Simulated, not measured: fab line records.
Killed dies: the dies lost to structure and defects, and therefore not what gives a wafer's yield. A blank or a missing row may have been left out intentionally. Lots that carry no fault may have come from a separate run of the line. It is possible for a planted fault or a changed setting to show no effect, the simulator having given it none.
Code-filled problem report in 8D (eight disciplines) form :: flow n5Finfet :: the parts of the form that need people (team, actions taken, sign-off) are left out

== 1. THE PROBLEM ==
Mean of spinSpeedRpm at N5_BEOL_M11_COAT_60: 1424.3 rpm across 6 wafers in 2 lots; on wafers with no fault it is 1500.0 rpm (standard deviation 1.1). That puts it -69 standard deviations away from the usual mean.
The step: time 60 s, resist thk 30 nm.
Earliest sighting: wafer L106.1 on lithoTrack-05 at day 11 15:14. The record has a number at this step for 12 wafers belonging to 4 lots. The rule behind "out" and "out of limits": a value lying over 4 standard deviations away from the usual mean. The rest of the wafers with a number are treated as sound.

== 2. WHAT IT IS, AND WHAT IT ISN'T ==
question: which readings at this step
is: spinSpeedRpm
is not: exhaustPa

question: which lots
is: L106, L109
is not: L105, L108

question: which wafers of those lots
is: all that have a number
is not: -

question: read on which tools
is: lithoTrack-05
is not: lithoTrack-03

question: when
is: from day 11 15:14
is not: up to then (3 sound wafers); but 3 sound wafers of L108 came after

== 3. SUSPECTS, AND WHAT RULES EACH OUT ==
Counting: a tool at a process step up to the reading stays a suspect if it ran every lot that is out and no sound lot after the first of them.
- lithoTrack-05 at N5_BEOL_M11_COAT_60 (time 60 s, resist thk 30 nm): kept. It ran every lot that is out, first L106 (day 11 15:14), and no sound lot after that; its last sound lot up to then is L105 (day 11 14:04). Its own spinSpeedRpm readings are out on those wafers.
Remaining after the count: lithoTrack-05 at N5_BEOL_M11_COAT_60.

== 4. THE CAUSE (what the simulator had put in) ==
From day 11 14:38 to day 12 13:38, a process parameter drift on lithoTrack-05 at N5_BEOL_M11_COAT_60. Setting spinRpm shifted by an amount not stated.
After counting, this tool was the only one left.

== 5. THE CHAIN OF EFFECTS, in route order ==
Each row: a reading whose mean over the struck wafers that have a number lies more than 3 standard deviations from the usual. Scope: only readings with a usual standard deviation given in the record; hours: median across lots of the time from each lot's start at the first step in this table that gives one to its start at this step; sigmas: change in usual standard deviations.
hours: 0
step: N5_BEOL_M11_COAT_60
reading: spinSpeedRpm
usual: 1500.0 rpm
on struck wafers: 1424.3
change: -75.7
sigmas: -69
It contains these process steps:
- N5_BEOL_M11_COAT_60: time 60 s, resist thk 30 nm.

== 6. HOW IT WOULD HAVE BEEN CAUGHT EARLIER ==
In this record the first reading out of limits was taken at day 11 15:14, 1 hour after the fault began at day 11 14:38.
